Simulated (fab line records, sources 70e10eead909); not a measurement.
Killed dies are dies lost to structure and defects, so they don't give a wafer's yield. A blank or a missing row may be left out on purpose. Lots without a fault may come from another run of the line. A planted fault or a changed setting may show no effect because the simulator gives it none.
A struck lot beside a sound one | flow nand_harc | 45 steps out of a route of 1159
Sound: wafers L902.3, L902.5, L902.6. Struck: wafers L916.2, L916.3, L916.5. The cause comes at the end.
At each step with rows: each side's tool, then ch and its chambers, then its first start. Under that, the readings that differ: sound wafers | struck wafers | difference of the means | sigmas: that difference in standard deviations of wafers without a fault.
alike: readings whose means differ by less than 2 such deviations, and words and numbers that are the same on both sides. not compared: withheld readings, readings that some wafer has no value for, bounds like >300 that may hide the same value, and numbers for which the record gives no deviation and whose values overlap.
The two part at a step that has a row with sigmas, a row that says differs or no value, or rows on one side only. Numbers that don't overlap but have no deviation are shown without sigmas and don't part them. A reading that every wafer of one side lacks parts them only if that side has two wafers or more.

first, 2 steps without rows for these wafers: NHARC_P_GATE_HM_OPEN_105 (chemistry O2/COS, target depth 360 nm); NHARC_P_GATE_STRIP_106 (strips in O2/COS).
NHARC_P_GATE_ETCH_114: etches the open film in CF4/O2, target depth 30 nm, overetch 3 nm, time 16.5 s.
  sound on rie_diel-11 ch 2,3; struck on rie_diel-11 ch 0,1
  alike: drypump_motor_current_A, o2_flow_sccm, oes_o_777_au, oes_product_au, rf_fwd_power_W, rf_vpp_V, showerhead_plenum_p_Torr, throttle_valve_pct
  not compared: rf_hours_counter_h
then, 2 steps without rows for these wafers: NHARC_P_GATE_ETCH_32 (etches the open film in HBr/Cl2, target depth 150 nm, time 100.1 s); NHARC_P_GATE_STRIP_108 (strips in O2).
NHARC_P_GATE_CD_MEAS_33:
  sound on cd_sem-01, day 6 13:30; struck on cd_sem-02, day 9 22:39
  reading    | sound             | struck            | difference | sigmas
  cd_nm (nm) | 118.3 114.7 118.7 | 122.5 118.5 121.0 | +3.4       | +2
then, 3 steps without rows for these wafers: NHARC_P_GATE_STRIP_35 (strips in SPM, time 600 s); NHARC_P_GATE_PRECLEAN_73 (cleans in SC1); NHARC_P_GATE_SRD_74.
NHARC_P_GATE_ALD_36: deposits SiNx, target thk 20 nm, pulse time 60 s, ald cycles 223.
  sound on ald_sin-03 ch 1,2,3, day 6 17:04; struck on ald_sin-03 ch 1,2,3, day 10 00:14
  alike: heater_power_outer_w, heater_power_w, precursor_pulse_height_rel
NHARC_P_GATE_ETCHBACK_37: etches the open film in CHF3/O2, target depth 34.5 nm, time 17.2 s.
  sound on rie_diel-05 ch 1,2,3; struck on rie_diel-08 ch 1,3
  reading                         | sound             | struck            | difference | sigmas
  rf_vpp_V (V)                    | 373.1 374.6 374.1 | 369.1 367.1 368.4 | -5.7       | -3
  showerhead_plenum_p_Torr (Torr) | 2.48 2.54 2.55    | 2.33 2.26 2.26    | -0.24      | -3
  alike: chf3_flow_sccm, drypump_motor_current_A, o2_flow_sccm, oes_product_au, rf_fwd_power_W, throttle_valve_pct
  not compared: rf_hours_counter_h
NHARC_P_GATE_STRIP_101: strips in O2, time 20 s.
  sound on rie_diel-05 ch 1,3, day 6 23:28; struck on rie_diel-08 ch 0,1, day 10 08:44
  reading                         | sound          | struck         | difference | sigmas
  showerhead_plenum_p_Torr (Torr) | 3.74 3.73 3.74 | 3.33 3.67 3.33 | -0.29      | -2
  alike: drypump_motor_current_A, o2_flow_sccm, oes_product_au, rf_vpp_V, throttle_valve_pct
  not compared: rf_hours_counter_h
NHARC_P_GATE_PRECLEAN_97: cleans in SPM, time 600 s.
  sound on wet_bench-03 ch 3,6,7, day 6 23:40; struck on wet_bench-03 ch 0,2,7, day 10 08:50
then, 11 steps without rows for these wafers: NHARC_P_GATE_SRD_98; NHARC_P_GATE_PRECLEAN_99 (cleans in SC1); NHARC_P_GATE_SRD_100; NHARC_P_GATE_DEHYDRATE_38 (time 120 s); NHARC_P_GATE_HMDS_39 (time 30 s); NHARC_P_GATE_COAT_40; NHARC_P_GATE_SOFTBAKE_41 (time 95 s); NHARC_P_GATE_EBR_42; NHARC_P_GATE_EXPOSE_43 (exposes mask P NSD, target cd 720 nm); NHARC_P_GATE_PEB_44 (peb time 85 s); NHARC_P_GATE_DEVELOP_45 (time 70 s).
NHARC_P_GATE_CD_MEAS_46: target cd 720 nm.
  sound on cd_sem-03 ch 0, day 7 00:30; struck on cd_sem-01 ch 0, day 10 09:41
  alike: cd_nm
then, 1 step without rows for these wafers: NHARC_P_GATE_HARDBAKE_47 (time 80 s).
NHARC_P_GATE_DESCUM_48: chemistry O2, time 3 s.
  sound on rie_diel-11 ch 0,1,3, day 7 00:41; struck on rie_diel-05 ch 2,3, day 10 09:51
  alike: drypump_motor_current_A, o2_flow_sccm, oes_product_au, rf_vpp_V, showerhead_plenum_p_Torr, throttle_valve_pct
  not compared: rf_hours_counter_h
then, 12 steps without rows for these wafers: NHARC_P_GATE_IMPLANT_49; NHARC_P_GATE_STRIP_111 (strips in N2/H2, time 250 s); NHARC_P_GATE_STRIP_75 (strips in O2); NHARC_P_GATE_STRIP_50 (strips in SPM, time 900 s); NHARC_P_GATE_DEHYDRATE_51 (time 120 s); NHARC_P_GATE_HMDS_52 (time 30 s); NHARC_P_GATE_COAT_53; NHARC_P_GATE_SOFTBAKE_54 (time 95 s); NHARC_P_GATE_EBR_55; NHARC_P_GATE_EXPOSE_56 (exposes mask P PSD, target cd 720 nm); NHARC_P_GATE_PEB_57 (peb time 85 s); NHARC_P_GATE_DEVELOP_58 (time 70 s).
NHARC_P_GATE_CD_MEAS_59: target cd 720 nm.
  sound on cd_sem-02 ch 0, day 7 02:15; struck on cd_sem-01 ch 0, day 10 11:19
  alike: cd_nm
then, 2 steps without rows for these wafers: NHARC_P_GATE_HARDBAKE_60 (time 80 s); NHARC_P_GATE_DESCUM_61 (chemistry O2, time 3 s).
NHARC_P_GATE_INSPECT_68:
  sound on defect_inspect-02, day 7 07:05; struck on defect_inspect-02, day 10 16:18
  reading          | sound       | struck      | difference | sigmas
  raw_defect_count | 125 154 105 | 681 762 762 | +607       | +9
  not compared: hold
NHARC_P_CONTACT_DEP_30: deposits SiNx, target thk 30 nm.
  sound on pecvd-02 ch 0,1,2, day 7 07:14; struck on pecvd-04 ch 0,1, day 10 20:19
  reading | sound | struck                                                                     | difference                   | sigmas
  hold    | - - - | await_dispo/3.8h/release await_dispo/3.8h/release await_dispo/3.8h/release | no value on the sound wafers |
  alike: heater_power_outer_w, heater_power_w, rf_fwd_power_W
then, 1 step without rows for these wafers: NHARC_END_SORT_01.

WHERE THEY PART
First at NHARC_P_GATE_CD_MEAS_33; last, within this record, at NHARC_P_CONTACT_DEP_30.

WHY: what the simulator had put in
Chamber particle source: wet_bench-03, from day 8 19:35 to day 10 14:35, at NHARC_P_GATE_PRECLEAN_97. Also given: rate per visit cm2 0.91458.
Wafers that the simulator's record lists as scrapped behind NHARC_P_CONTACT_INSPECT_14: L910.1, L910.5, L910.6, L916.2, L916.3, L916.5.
